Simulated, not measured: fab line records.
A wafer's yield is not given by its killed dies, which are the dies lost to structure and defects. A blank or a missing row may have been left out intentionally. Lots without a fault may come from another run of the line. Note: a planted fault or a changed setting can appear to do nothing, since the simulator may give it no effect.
fab line records	flow nand_harc
record lots=7	wafers=21	last_day=33
route steps=1302 shown P_CONTACT@228
lots that met no fault: taken from a fault-free run of the same line
start_h: hours from the record's opening day to when the first of the lot's shown wafers began	wait_h: hours from the lot's prior step to this one	" as in the row above	L1.1+2: a single row standing in for several wafers	- no value present, or no start provided	* or withheld: withheld	< > ~ a bound
route shown NAME@n: a module of which the file shows steps, and the number in the route of the first	usual: mean/standard deviation of fault-free wafers	same: alike in all rows	chamber/n: place in a boat	sites: each site's reading	_std_site: their standard deviation	_edge_site: the outer-site mean with the inner-site mean subtracted	radius_mm: how far each site lies from the wafer's centre	mask NAME#n: copy n	behind: the tool/chamber that last shaped the wafer	hold: why the lot was held/for how many hours/how that ended	device: whichever transistor did not switch (one of n, p or np)	end of line: tests run on the same wafers once the route is complete	a step with no rows: only its recipe	killed: at the first sort, the dies lost to defects and structure; wafer yield is something else	map: per-die view of a wafer (x killed, . not killed, _ where there is no die)
set.NAME: the setting that was run; set.NAME@STEP: the one run at that earlier step	model.NAME: the simulator's own value behind a step, which no gauge read
a table for each step, a row for each wafer; lots at some steps of the route
services: when a tool's chamber went out of use (start_h, in hours from the record's first day, below 0 if earlier), for how many hours, and the reason
## steps
# step NHARC_P_CONTACT_EBR_08
# step NHARC_P_CONTACT_EXPOSE_09
# recipe na=1.35	target_cd_nm=90	dose_mj=81.26	mask_id=P_CA
# step NHARC_P_CONTACT_PEB_10
# recipe peb_temp_c=100	peb_time_s=65
# step NHARC_P_CONTACT_DEVELOP_11
# recipe develop_time_s=35	dev_temp_c=23
# step NHARC_P_CONTACT_CD_MEAS_12
# recipe target_cd_nm=90	landing_energy_ev=500
# usual cd_nm=90.2/0.52
lot.wafer	tool	chamber	start_h	wait_h	cd_nm
L506.1	cd_sem-02	0	190.91	-	91.2
L506.3	"	0	"	"	91.3
L506.5	"	0	"	"	90.8
L507.2	cd_sem-02	0	197.23	-	91.0
L507.3	"	0	"	"	89.9
L507.6	"	0	"	"	90.7
L508.3	cd_sem-03	0	221.67	-	88.6
L508.4	"	0	"	"	89.5
L508.6	"	0	"	"	88.9
L509.3	cd_sem-02	0	225.66	-	90.1
L509.4	"	0	"	"	90.3
L509.5	"	0	"	"	89.6
L516.2	cd_sem-02	0	287.74	-	89.8
L516.3	"	0	"	"	89.9
L516.5	"	0	"	"	90.6
L519.1	cd_sem-03	0	320.12	-	90.3
L519.2	"	0	"	"	90.5
L519.4	"	0	"	"	90.4
L521.1	cd_sem-01	0	336.96	-	90.1
L521.3	"	0	"	"	90.0
L521.5	"	0	"	"	89.7
# step NHARC_P_CONTACT_OVL_MEAS_13
# usual overlay_x_nm=-0.5/0.86	overlay_y_nm=-0.1/0.93
lot.wafer	tool	chamber	start_h	wait_h	overlay_x_nm	overlay_y_nm
L506.1	overlay-01	-	191.00	-	0.3	3.1
L506.3	"	-	"	"	0.6	2.1
L506.5	"	-	"	"	0.7	0.9
L507.2	overlay-02	-	197.31	-	-2.0	-0.1
L507.3	"	-	"	"	-2.4	-0.3
L507.6	"	-	"	"	-2.3	0.2
L508.3	overlay-01	-	221.75	-	0.0	-1.1
L508.4	"	-	"	"	0.1	-1.3
L508.6	"	-	"	"	0.5	-1.5
L509.3	overlay-02	-	225.75	-	0.2	0.2
L509.4	"	-	"	"	0.4	0.2
L509.5	"	-	"	"	0.3	0.0
L516.2	overlay-01	-	287.82	-	-1.1	-0.5
L516.3	"	-	"	"	-0.6	-0.3
L516.5	"	-	"	"	-0.5	-0.5
L519.1	overlay-01	-	320.21	-	0.1	0.2
L519.2	"	-	"	"	-0.3	0.4
L519.4	"	-	"	"	0.0	-0.4
L521.1	overlay-02	-	337.05	-	-0.2	-1.2
L521.3	"	-	"	"	-0.4	-1.4
L521.5	"	-	"	"	-0.5	-1.0
# step NHARC_P_CONTACT_INSPECT_14
# usual raw_defect_count=3.6/2.1
lot.wafer	tool	chamber	start_h	wait_h	raw_defect_count
L506.1	defect_inspect-01	-	191.04	0.0	1
L506.3	"	-	"	"	2
L506.5	"	-	"	"	3
L507.2	defect_inspect-02	-	197.35	0.0	1
L507.3	"	-	"	"	7
L507.6	"	-	"	"	6
L508.3	defect_inspect-02	-	221.79	0.0	7
L508.4	"	-	"	"	3
L508.6	"	-	"	"	5
L509.3	defect_inspect-01	-	225.78	0.0	0
L509.4	"	-	"	"	4
L509.5	"	-	"	"	2
L516.2	defect_inspect-01	-	287.86	0.0	3
L516.3	"	-	"	"	4
L516.5	"	-	"	"	2
L519.1	defect_inspect-01	-	320.25	0.0	4
L519.2	"	-	"	"	0
L519.4	"	-	"	"	3
L521.1	defect_inspect-01	-	337.08	0.0	0
L521.3	"	-	"	"	3
L521.5	"	-	"	"	2
# step NHARC_P_CONTACT_DESCUM_17
# recipe time_s=3	o2_flow_sccm=200	ar_flow_sccm=0	bias_power_w=0	chemistry=O2
# usual drypump_motor_current_A=5.4/0.44	oes_product_au=0.999/0.0077	rf_vpp_V=57.8/0.84	showerhead_plenum_p_Torr=1.89/0.083	throttle_valve_pct=11.311/0.0086
lot.wafer	tool	chamber	start_h	wait_h	drypump_motor_current_A	oes_product_au	rf_hours_counter_h	rf_vpp_V	showerhead_plenum_p_Torr	throttle_valve_pct
L506.1	rie_diel-05	1	191.11	0.1	5.9	1.010	3	57.3	1.82	11.294
L506.3	"	2	"	"	6.5	1.005	3	58.7	2.00	11.295
L506.5	"	2	"	"	6.5	1.008	-	59.3	2.00	11.317
L507.2	rie_diel-09	2	197.42	0.1	5.5	0.999	3	58.2	1.78	11.310
L507.3	"	3	"	"	5.0	1.005	3	57.8	1.92	11.311
L507.6	"	1	"	"	5.2	0.993	-	57.2	1.98	11.302
L508.4	rie_diel-07	0	221.85	0.1	5.5	0.989	2	59.6	2.03	11.317
L508.3	"	1	"	"	6.4	0.996	2	58.1	1.84	11.310
L508.6	"	0	"	"	5.5	1.003	-	58.0	2.03	11.312
L509.3	rie_diel-05	0	225.85	0.1	5.2	0.996	4	57.7	1.79	11.308
L509.4	"	2	"	"	6.6	1.002	4	57.0	2.00	11.308
L509.5	"	0	"	"	5.2	0.997	-	56.4	1.79	11.299
L516.2	rie_diel-09	0	287.92	0.1	5.1	1.002	7	58.3	1.87	11.313
L516.3	"	1	"	"	5.2	1.003	7	58.4	1.98	11.307
L516.5	"	1	"	"	5.2	1.009	-	57.5	1.98	11.306
L519.1	rie_diel-09	2	320.31	0.1	5.5	0.996	10	57.3	1.78	11.299
L519.2	"	0	"	"	5.1	0.991	10	57.9	1.86	11.316
L519.4	"	1	"	"	5.2	1.000	10	57.6	1.98	11.315
L521.3	rie_diel-05	1	337.17	0.1	5.9	1.000	2	58.9	1.82	11.302
L521.1	"	2	"	"	6.5	0.994	2	58.4	2.00	11.312
L521.5	"	0	"	"	5.2	0.991	-	57.5	1.79	11.315
# step NHARC_P_CONTACT_ETCH_35
# recipe target_depth_a=390	over_etch_frac=0.3	time_s=65	ion_energy_ev=80	cf4_flow_sccm=150	ar_flow_sccm=0	rf_w=300	bias_w=100	chemistry=CF4
# usual bias_w=100.00/0.3	cf4_flow_sccm=149.9/0.46	drypump_motor_current_A=5.5/0.47	oes_product_au=1.002/0.007	rf_vpp_V=151.1/1.1	showerhead_plenum_p_Torr=1.75/0.07	throttle_valve_pct=13.285/0.0083
lot.wafer	tool	chamber	start_h	wait_h	bias_w	cf4_flow_sccm	drypump_motor_current_A	oes_product_au	rf_hours_counter_h	rf_vpp_V	showerhead_plenum_p_Torr	throttle_valve_pct
L506.3	rie_diel-05	2	191.20	0.1	99.73	150.6	6.6	1.007	2.7	151.2	1.85	13.277
L506.1	"	0	"	"	99.14	149.6	5.2	1.005	3.2	149.5	1.66	13.296
L506.5	"	0	"	"	99.82	149.4	5.2	1.010	-	149.9	1.66	13.281
L507.2	rie_diel-09	2	197.49	0.1	100.62	149.6	5.5	1.009	2.6	149.3	1.65	13.279
L507.3	"	1	"	"	100.47	149.8	5.2	1.008	2.5	151.2	1.83	13.285
L507.6	"	3	"	"	99.85	150.6	5.0	1.001	-	151.0	1.78	13.288
L508.3	rie_diel-07	2	221.93	0.1	100.35	149.8	5.1	1.005	1.9	149.9	1.73	13.286
L508.4	"	0	"	"	99.72	150.0	5.5	1.001	1.8	154.0	1.87	13.285
L508.6	"	3	"	"	99.60	150.0	6.0	1.009	-	153.3	1.85	13.272
L509.3	rie_diel-05	0	225.93	0.1	100.11	149.9	5.3	0.999	4.4	151.2	1.66	13.281
L509.4	"	2	"	"	100.92	149.9	6.5	1.000	3.9	152.2	1.85	13.284
L509.5	"	1	"	"	100.33	150.2	5.9	0.993	-	151.2	1.69	13.277
L516.3	rie_diel-09	0	288.01	0.1	99.74	148.9	5.1	1.005	7.4	150.7	1.73	13.292
L516.2	"	1	"	"	100.50	150.4	5.2	1.008	7.4	151.2	1.83	13.281
L516.5	"	0	"	"	99.80	150.1	5.1	1.012	-	150.8	1.73	13.289
L519.4	rie_diel-05	0	320.40	0.1	99.99	150.6	5.3	1.000	2.0	150.3	1.66	13.282
L519.2	"	1	"	"	99.71	149.5	6.0	1.011	2.0	151.0	1.69	13.294
L519.1	"	2	"	"	99.95	150.2	6.5	1.000	1.3	151.6	1.84	13.288
L521.1	rie_diel-05	0	337.25	0.1	99.90	149.8	5.2	0.997	2.6	151.8	1.66	13.292
L521.3	"	1	"	"	99.90	149.3	5.9	1.017	2.5	150.8	1.69	13.282
L521.5	"	3	"	"	100.01	150.2	5.2	1.004	-	151.1	1.73	13.279
# step NHARC_P_CONTACT_ETCH_36
# recipe target_depth_a=2600	over_etch_frac=0.25	time_s=406.25	ion_energy_ev=200	n2_flow_sccm=150	h2_flow_sccm=150	ar_flow_sccm=0	rf_w=400	bias_w=150	chemistry=N2/H2
# usual bias_w=150.0/0.45	chamber_pressure_mTorr=29.999/0.03	drypump_motor_current_A=5.4/0.45	oes_product_au=1.001/0.0073	rf_vpp_V=429.9/2.6	showerhead_plenum_p_Torr=2.02/0.09	throttle_valve_pct=14.171/0.0094
lot.wafer	tool	chamber	start_h	wait_h	bias_w	chamber_pressure_mTorr	drypump_motor_current_A	oes_product_au	rf_hours_counter_h	rf_vpp_V	showerhead_plenum_p_Torr	throttle_valve_pct
L506.1	rie_diel-05	2	-	-	150.2	29.994	6.5	1.009	2.8	432.5	2.14	14.179
L506.3	"	0	"	"	150.2	30.013	5.3	1.010	3.3	426.9	1.91	14.177
L506.5	"	1	"	"	149.9	29.963	5.9	0.998	-	429.3	1.94	14.189
L507.3	rie_diel-09	2	-	-	149.2	29.960	5.5	1.016	2.7	427.1	1.89	14.179
L507.2	"	0	"	"	149.9	30.003	5.1	0.994	1.8	427.7	1.99	14.170
L507.6	"	3	"	"	150.4	30.023	5.0	1.003	-	430.3	2.05	14.155
L508.4	rie_diel-07	3	-	-	149.0	30.040	6.0	1.004	1.9	433.0	2.15	14.162
L508.3	"	1	"	"	150.7	30.021	6.4	1.011	1.9	429.3	1.96	14.163
L508.6	"	0	"	"	149.6	30.029	5.5	0.999	-	434.2	2.16	14.167
L509.4	rie_diel-05	3	-	-	150.8	29.988	5.3	0.988	3.4	429.2	1.99	14.170
L509.3	"	1	"	"	150.4	30.026	5.9	0.988	4.1	428.2	1.94	14.170
L509.5	"	3	"	"	150.7	29.961	5.3	1.002	-	428.2	1.99	14.165
L516.3	rie_diel-09	2	-	-	149.7	30.055	5.5	1.005	8.1	426.6	1.89	14.169
L516.2	"	3	"	"	150.4	30.019	5.0	1.009	9.0	430.3	2.05	14.152
L516.5	"	3	"	"	150.5	29.979	5.0	0.998	-	431.5	2.05	14.165
L519.2	rie_diel-07	0	320.51	-	149.9	30.006	5.5	1.002	0.6	433.5	2.16	14.157
L519.1	"	1	"	"	150.3	30.022	6.4	0.993	0.8	429.2	1.96	14.179
L519.4	"	3	"	"	150.8	30.000	6.0	0.992	0.6	433.8	2.15	14.160
L521.1	rie_diel-05	0	-	-	150.0	29.991	5.2	1.000	2.7	426.4	1.91	14.167
L521.3	"	2	"	"	149.6	29.969	6.6	1.014	1.8	433.2	2.14	14.182
L521.5	"	0	"	"	150.1	30.046	5.2	0.991	-	427.1	1.91	14.155
# step NHARC_P_CONTACT_ETCH_18
# recipe target_depth_a=4810	time_s=240.5	c4f8_flow_sccm=20	o2_flow_sccm=10	ar_flow_sccm=withheld	rf_w=600	bias_w=1500	chemistry=C4F8/O2/Ar
# usual bias_w=1500/4.5	chamber_pressure_mTorr=25.002/0.028	oes_product_au=0.965/0.017	rf_vpp_V=976/5.8
lot.wafer	tool	chamber	start_h	wait_h	bias_w	chamber_pressure_mTorr	oes_product_au	rf_hours_counter_h	rf_vpp_V
L506.3	rie_diel-05	2	-	-	1503	25.000	0.966	3.0	984
L506.1	"	1	"	"	1499	24.936	0.964	3.2	972
L506.5	"	2	"	"	1506	24.972	0.966	-	984
L507.2	rie_diel-09	0	-	-	1501	25.037	0.977	1.9	975
L507.3	"	1	"	"	1505	25.002	0.965	2.7	984
L507.6	"	3	"	"	1491	24.994	0.979	-	979
L508.4	rie_diel-07	3	-	-	1502	24.986	0.987	2.1	986
L508.3	"	0	"	"	1498	25.003	0.957	2.1	986
L508.6	"	2	"	"	1504	25.004	0.977	-	975
L509.4	rie_diel-05	3	-	-	1501	24.979	0.965	3.6	975
L509.3	"	2	"	"	1505	24.979	0.979	4.0	985
L509.5	"	3	"	"	1502	24.963	0.964	-	976
L516.3	rie_diel-09	3	-	-	1493	24.991	0.982	9.2	978
L516.2	"	0	"	"	1500	24.965	0.962	7.6	975
L516.5	"	3	"	"	1502	25.030	0.966	-	979
L519.4	rie_diel-05	1	320.86	-	1501	24.974	1.007	2.0	971
L519.2	"	2	"	"	1496	24.990	1.001	1.3	983
L519.1	"	3	"	"	1499	24.996	0.996	2.0	974
L521.3	rie_diel-05	2	-	-	1502	25.005	0.927	1.9	983
L521.1	"	0	"	"	1505	25.013	0.927	2.9	969
L521.5	"	2	"	"	1497	25.035	0.926	-	982
# step NHARC_P_CONTACT_STRIP_37
# recipe c4f8_flow_sccm=withheld	o2_flow_sccm=8	ar_flow_sccm=withheld	bias_w=0	chemistry=C4F8/O2/Ar
# step NHARC_P_CONTACT_ETCH_31
# recipe target_depth_a=300	time_s=85.7	ion_energy_ev=120	over_etch_frac=1	ch3f_flow_sccm=50	o2_flow_sccm=30	ar_flow_sccm=200	rf_w=500	bias_w=100	chemistry=CH3F/O2
# usual bias_w=100.0/0.32	ch3f_flow_sccm=50.01/0.15	drypump_motor_current_A=5.5/0.49	oes_product_au=0.978/0.016	rf_vpp_V=244.0/1.6	showerhead_plenum_p_Torr=2.43/0.099	throttle_valve_pct=20.663/0.0087
lot.wafer	tool	chamber	start_h	wait_h	bias_w	ch3f_flow_sccm	drypump_motor_current_A	oes_product_au	rf_hours_counter_h	rf_vpp_V	showerhead_plenum_p_Torr	throttle_valve_pct
L506.1	rie_diel-05	1	191.98	-	100.1	49.85	5.9	0.983	3.3	243.0	2.35	20.677
L506.3	"	2	"	"	100.5	50.18	6.5	0.990	3.1	245.5	2.57	20.664
L506.5	"	1	"	"	99.7	49.97	5.9	0.977	-	242.3	2.35	20.658
L507.2	rie_diel-09	2	198.16	-	-	-	-	-	-	-	-	-
L507.3	"	3	"	"	-	-	-	-	-	-	-	-
L507.6	"	1	"	"	-	-	-	-	-	-	-	-
L508.4	rie_diel-07	3	222.60	-	-	-	-	-	-	-	-	-
L508.3	"	1	"	"	-	-	-	-	-	-	-	-
L508.6	"	2	"	"	-	-	-	-	-	-	-	-
L509.4	rie_diel-05	3	226.60	-	-	-	-	-	-	-	-	-
L509.3	"	0	"	"	-	-	-	-	-	-	-	-
L509.5	"	2	"	"	-	-	-	-	-	-	-	-
L516.3	rie_diel-09	3	288.66	-	100.0	50.21	5.0	0.996	9.3	246.0	2.47	20.656
L516.2	"	2	"	"	100.3	49.88	5.5	0.997	8.4	240.7	2.29	20.676
L516.5	"	0	"	"	100.1	50.20	5.1	0.973	-	244.4	2.40	20.661
L519.2	rie_diel-07	2	321.16	-	100.3	50.15	5.1	0.991	0.9	243.5	2.40	20.667
L519.1	"	3	"	"	100.0	50.08	6.0	0.996	0.7	244.9	2.58	20.652
L519.4	"	0	"	"	100.1	50.09	5.5	0.993	0.8	245.7	2.60	20.664
L521.1	rie_diel-05	2	337.89	-	100.2	49.92	6.5	0.964	2.0	245.7	2.57	20.656
L521.3	"	0	"	"	99.8	50.23	5.3	0.950	2.9	242.0	2.31	20.662
L521.5	"	3	"	"	100.4	49.94	5.3	0.952	-	243.8	2.40	20.664
# step NHARC_P_CONTACT_CD_MEAS_19
# usual cd_nm=90.1/1.2
lot.wafer	tool	chamber	start_h	wait_h	cd_nm
L506.1	cd_sem-02	-	192.12	-	92.2
L506.3	"	-	"	"	92.7
L506.5	"	-	"	"	91.7
L507.2	cd_sem-02	-	198.28	-	92.0
L507.3	"	-	"	"	90.6
L507.6	"	-	"	"	91.1
L508.3	cd_sem-03	-	222.73	-	87.6
L508.4	"	-	"	"	90.0
L508.6	"	-	"	"	89.5
L509.3	cd_sem-01	-	226.72	-	88.4
L509.4	"	-	"	"	90.5
L509.5	"	-	"	"	89.7
L516.2	cd_sem-02	-	288.79	-	89.4
L516.3	"	-	"	"	89.4
L516.5	"	-	"	"	91.5
L519.1	cd_sem-02	-	321.28	-	88.0
L519.2	"	-	"	"	89.1
L519.4	"	-	"	"	90.2
L521.1	cd_sem-01	-	338.03	-	91.0
L521.3	"	-	"	"	90.1
L521.5	"	-	"	"	90.3
## services
tool	chamber	start_h	hours	kind
rie_diel-05	-	175.83	1.0	repair
rie_diel-05	0	184.10	-	clean
rie_diel-05	1	184.10	-	clean
rie_diel-05	2	184.10	-	clean
rie_diel-05	3	184.10	-	clean
rie_diel-05	3	189.77	3.1	repair
rie_diel-09	2	189.90	5.2	repair
rie_diel-05	3	200.62	14.5	repair
rie_diel-05	0	208.63	-	clean
rie_diel-05	1	208.63	-	clean
rie_diel-05	2	208.63	-	clean
rie_diel-05	-	229.61	9.0	pm
rie_diel-05	0	229.61	9.0	vent_cycle
rie_diel-05	1	229.61	9.0	vent_cycle
rie_diel-05	2	229.61	9.0	vent_cycle
rie_diel-07	1	237.22	2.6	repair
rie_diel-07	3	265.39	16.0	repair
rie_diel-05	2	279.24	23.6	repair
rie_diel-05	0	281.65	2.0	repair
rie_diel-07	-	287.95	1.8	repair
rie_diel-05	3	289.99	7.0	repair
rie_diel-07	-	294.20	9.0	pm
rie_diel-09	-	320.39	9.0	pm
rie_diel-05	1	332.85	4.1	repair
## key
first_sign step=NHARC_P_CONTACT_ETCH_31	reading=tool_record	direction=missing
effect none on later readings
met_at NHARC_P_CONTACT_ETCH_31
struck_wafers L507.2,L507.3,L507.6,L508.3,L508.4,L508.6,L509.3,L509.4,L509.5
later_rows_left_out L507.2,L507.3,L507.6,L508.3,L508.4,L508.6,L509.3,L509.4,L509.5
sort_left_out L507.2,L507.3,L507.6,L508.3,L508.4,L508.6,L509.3,L509.4,L509.5
tester_left_out L507,L508,L509
onset_between 191.98 198.16
fault kind=skipped_step_whole	tool=rie_diel-05,rie_diel-07,rie_diel-09	chamber=-	onset_h=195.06	steps=NHARC_P_CONTACT_ETCH_31	scope=struck_lots_only
# tester_left_out: of these lots the tester's yield and bins aren't shown, on N5 and GAA mostly nor the transistor test; their killed dies are dies lost to structure and defects alone, not to doping, threshold or leakage, so they don't give the yield
# sort_left_out: the simulated sort isn't trusted on such a fault, so these wafers' sort isn't shown, and their yield isn't known
# later_rows_left_out: the simulator's readings of these wafers behind a module that went badly wrong aren't trusted and aren't shown, but for the sort
